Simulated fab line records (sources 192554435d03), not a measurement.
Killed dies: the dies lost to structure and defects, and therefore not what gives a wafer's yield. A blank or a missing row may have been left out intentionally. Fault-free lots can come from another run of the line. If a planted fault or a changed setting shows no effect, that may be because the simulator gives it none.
Chamber matching :: flow n5-finfet :: 4 sister chambers for N5_GATE_CUT_STRIP_42 on rie-diel-06
The step strips in O2. 8 wafers are shown with their chamber, then 8 later ones without.

WAFERS, EACH WITH ITS CHAMBER
wafer: L081.2
chamber: 0
drypump-motor-current-A (A): 5.5
showerhead-plenum-p-Torr (Torr): 1.98

wafer: L083.4
chamber: 3
drypump-motor-current-A (A): 6.0
showerhead-plenum-p-Torr (Torr): 2.04

wafer: L085.1
chamber: 3
drypump-motor-current-A (A): 6.0
showerhead-plenum-p-Torr (Torr): 2.04

wafer: L085.3
chamber: 2
drypump-motor-current-A (A): 5.9
showerhead-plenum-p-Torr (Torr): 2.13

wafer: L087.2
chamber: 0
drypump-motor-current-A (A): 5.4
showerhead-plenum-p-Torr (Torr): 1.98

wafer: L087.3
chamber: 2
drypump-motor-current-A (A): 5.9
showerhead-plenum-p-Torr (Torr): 2.12

wafer: L087.4
chamber: 1
drypump-motor-current-A (A): 6.2
showerhead-plenum-p-Torr (Torr): 2.06

wafer: L096.1
chamber: 1
drypump-motor-current-A (A): 6.2
showerhead-plenum-p-Torr (Torr): 2.05

WAFERS WITH NO CHAMBER GIVEN
wafer: L096.4
drypump-motor-current-A (A): 5.4
showerhead-plenum-p-Torr (Torr): 1.97

wafer: L096.6
drypump-motor-current-A (A): 6.0
showerhead-plenum-p-Torr (Torr): 2.03

wafer: L097.1
drypump-motor-current-A (A): 6.0
showerhead-plenum-p-Torr (Torr): 2.03

wafer: L097.2
drypump-motor-current-A (A): 5.9
showerhead-plenum-p-Torr (Torr): 2.12

wafer: L097.3
drypump-motor-current-A (A): 6.2
showerhead-plenum-p-Torr (Torr): 2.05

wafer: L097.4
drypump-motor-current-A (A): 5.5
showerhead-plenum-p-Torr (Torr): 1.97

wafer: L097.5
drypump-motor-current-A (A): 6.0
showerhead-plenum-p-Torr (Torr): 2.03

wafer: L097.6
drypump-motor-current-A (A): 5.9
showerhead-plenum-p-Torr (Torr): 2.12

CHAMBER TAKEN BY EACH
wafer: L096.4
from the rows above: 0
in truth: 0

wafer: L096.6
from the rows above: 3
in truth: 3

wafer: L097.1
from the rows above: 3
in truth: 3

wafer: L097.2
from the rows above: 2
in truth: 2

wafer: L097.3
from the rows above: 1
in truth: 1

wafer: L097.4
from the rows above: 0
in truth: 0

wafer: L097.5
from the rows above: 3
in truth: 3

wafer: L097.6
from the rows above: 2
in truth: 2
Correct placement for 8 of the 8. Not placeable from these rows: 0. Wrongly placed: 0.
How it was worked out, from the rows above alone: a wafer's distance from a chamber is the root of the sum, over the readings, of the square of ((its reading less the chamber's mean) divided by the reading's scatter). The wafer belongs to the nearest chamber; if the next one is less than 2 further off, it can't be placed. Each chamber's mean is taken over the wafers shown for it. The scatter is the square root of a quotient: the sum, over the shown wafers, of each reading's squared deviation from its chamber's mean, divided by wafers minus chambers.
